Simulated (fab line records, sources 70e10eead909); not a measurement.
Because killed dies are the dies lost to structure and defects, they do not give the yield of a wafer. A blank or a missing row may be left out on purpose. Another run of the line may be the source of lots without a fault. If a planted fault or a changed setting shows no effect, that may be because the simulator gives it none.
Struck lot and sound lot, side by side | flow nand harc | 42 steps out of a route of 1302
Sound: these wafers, L559.1, L559.4, L559.5. Wafers L567.1, L567.2, L567.4 were the ones struck. At the end, the cause is stated.
Each step with rows lists, per side, the tool, then ch with its chambers, then its first start. Under that, the readings that differ: sound wafers | struck wafers | difference of the means | sigmas: that difference in standard deviations of wafers without a fault.
alike: readings with means less than 2 such deviations apart, plus words and numbers identical on both sides. not compared: withheld readings, readings lacking a value on some wafer, bounds such as >300 that could conceal the same value, and numbers that have no deviation in the record and whose values overlap.
A row with sigmas, a row that says differs or no value, or rows on one side alone: a step with any of these is where the two part. Numbers that don't overlap but have no deviation are shown without sigmas and don't part them. A reading that every wafer of one side lacks parts them only if that side has two wafers or more.

first, 4 steps without rows for these wafers: NHARC_P_M2_STRIP_19 (strips in post etch residue remover, time 600 s); NHARC_P_M2_DEGAS_29 (time 60 s); NHARC_P_M2_PRE_CLEAN_30 (time 30 s); NHARC_P_M2_PVD_20 (deposits TaN, target thk 5 nm, time 8.06 s).
NHARC_P_M2_PVD_21: deposits Cu, target thk 30 nm, time 20.49 s.
  sound on pvd sputter-01, day 7 12:54; struck on pvd sputter-02
  reading                | sound          | struck         | difference | sigmas
  throttle valve pct (%) | 32.6 30.8 30.6 | 28.6 29.5 28.8 | -2.4       | -2
then, 3 steps without rows for these wafers: NHARC_P_M2_ECD_22 (material Cu, target thk 400 nm); NHARC_P_M2_ANNEAL_31 (time 90 s); NHARC_P_M2_CMP_23 (polishes, t overpolish 20 s, target thk 144.3 nm).
NHARC_P_M2_THK_MEAS_24: measures by xrf.
  sound on film metro-02 at day 7 14:07; struck on film metro-01 at day 11 04:31
  alike: thk nm
next, for these wafers, 1 step has no rows: NHARC_P_M2_SRD_25.
NHARC_P_M2_INSPECT_27:
  sound on defect inspect-01 at day 7 14:17; struck on defect inspect-02 at day 11 04:42
  alike: raw defect count
NHARC_P_M2_PRE_CLEAN_32: time 12 s.
  sound on pecvd-03 ch 0,1, day 7 14:22; struck on pecvd-03 ch 0,1,2, day 11 04:47
  alike: heater power w, rf fwd power W, susceptor temp C
NHARC_P_M2_DEP_33: deposits SiCN, target thk 30 nm.
  sound on pecvd-03 ch 0,1, day 7 14:31; struck on pecvd-03 ch 0,1,2, day 11 04:53
  alike: heater power w, rf fwd power W, susceptor temp C
then, 1 step without rows for these wafers: NHARC_P_BONDPAD_DEP_00 (deposits SiCN, target thk 250 nm).
NHARC_P_BONDPAD_CMP_32: polishes SiCN, target thk 200 nm.
  sound on cmp-02 ch 0,3, day 7 15:17; struck on cmp-01 ch 1,2,3, day 11 05:38
  alike: motor current A
NHARC_P_BONDPAD_THK_MEAS_33: measures by ellipsometry.
  sound on film metro-02 at day 7 15:30; struck on film metro-02 at day 11 05:53
  alike: thk nm
then, 10 steps without rows for these wafers: NHARC_P_BONDPAD_SRD_34; NHARC_P_BONDPAD_DEHYDRATE_01 (time 120 s); NHARC_P_BONDPAD_HMDS_02 (time 30 s); NHARC_P_BONDPAD_COAT_36 (time 65 s); NHARC_P_BONDPAD_COAT_03 (resist thk 600 nm); NHARC_P_BONDPAD_SOFTBAKE_04 (time 70 s); NHARC_P_BONDPAD_EBR_05; NHARC_P_BONDPAD_EXPOSE_06 (exposes mask P BPAD); NHARC_P_BONDPAD_PEB_07 (peb time 80 s); NHARC_P_BONDPAD_DEVELOP_08 (time 50 s).
NHARC_P_BONDPAD_CD_MEAS_09: the cd target is 500 nm.
  sound on cd sem-02 ch 0, day 7 16:04; struck on cd sem-01 ch 0, day 11 06:28
  alike: cd nm
NHARC_P_BONDPAD_OVL_MEAS_38:
  sound on overlay-02 at day 7 16:09; struck on overlay-02 at day 11 06:32
  alike: overlay x nm, overlay y nm
then, 2 steps without rows for these wafers: NHARC_P_BONDPAD_HARDBAKE_10 (time 65 s); NHARC_P_BONDPAD_DESCUM_11 (chemistry O2, time 3 s).
NHARC_P_BONDPAD_ETCH_37: etches the open film in N2/H2, target depth 60 nm, overetch 18 nm, time 65.91 s.
  sound on rie diel-10 ch 0,2,3, day 7 16:23; struck on rie diel-06 ch 1,2,3, day 11 06:45
  alike: drypump motor current A, oes product au, rf fwd power W, rf vpp V, showerhead plenum p Torr, throttle valve pct
  not compared: rf hours counter h
then, 1 step without rows for these wafers: NHARC_P_BONDPAD_ETCH_12 (etches the open film in CHF3/O2, target depth 200 nm, time 100 s).
NHARC_P_BONDPAD_CD_MEAS_13:
  sound on cd sem-03 at day 7 16:35; struck on cd sem-01 at day 11 06:59
  alike: cd nm
then, 6 steps without rows for these wafers: NHARC_P_BONDPAD_STRIP_15 (strips in O2); NHARC_P_BONDPAD_ETCH_24 (etches the open film in CF4/N2, target depth 30 nm, time 72.99 s); NHARC_P_BONDPAD_STRIP_16 (strips in post etch residue remover, time 600 s); NHARC_P_BONDPAD_DEGAS_25 (time 60 s); NHARC_P_BONDPAD_PRE_CLEAN_26 (time 30 s); NHARC_P_BONDPAD_PVD_17 (deposits TaN, target thk 5 nm, time 8.06 s).
NHARC_P_BONDPAD_PVD_27: deposits Cu, target thk 30 nm, time 20.49 s.
  sound on pvd sputter-02; struck on pvd sputter-02
  alike: throttle valve pct
then, 1 step without rows for these wafers: NHARC_P_BONDPAD_ECD_18 (material Cu, target thk 400 nm).
-- record jumps: 18 days between struck wafers' starts before vs after; left off in module P_BONDPAD, resumes in module END, first step shown is number 1302 of the route --
NHARC_END_SORT_01:
  sound on prober-02 ch 0, day 26 08:25; struck on prober-02 ch 0, day 28 23:42
  reading                  | sound    | struck     | difference | sigmas
  defect limited yield (%) | 95 96 95 | 86 80 81   | -13        | -4
  killed at periphery      | 8 2 4    | 46 86 84   | +67        | +27
  killed dies              | 34 25 34 | 93 135 129 | +88        | +4
  alike: killed at array, killed at other, killed open, killed short

## WHERE THEY PART
At NHARC_P_M2_PVD_21 first; at NHARC_END_SORT_01 last (within this record only).

WHY: what had been put in by the simulator
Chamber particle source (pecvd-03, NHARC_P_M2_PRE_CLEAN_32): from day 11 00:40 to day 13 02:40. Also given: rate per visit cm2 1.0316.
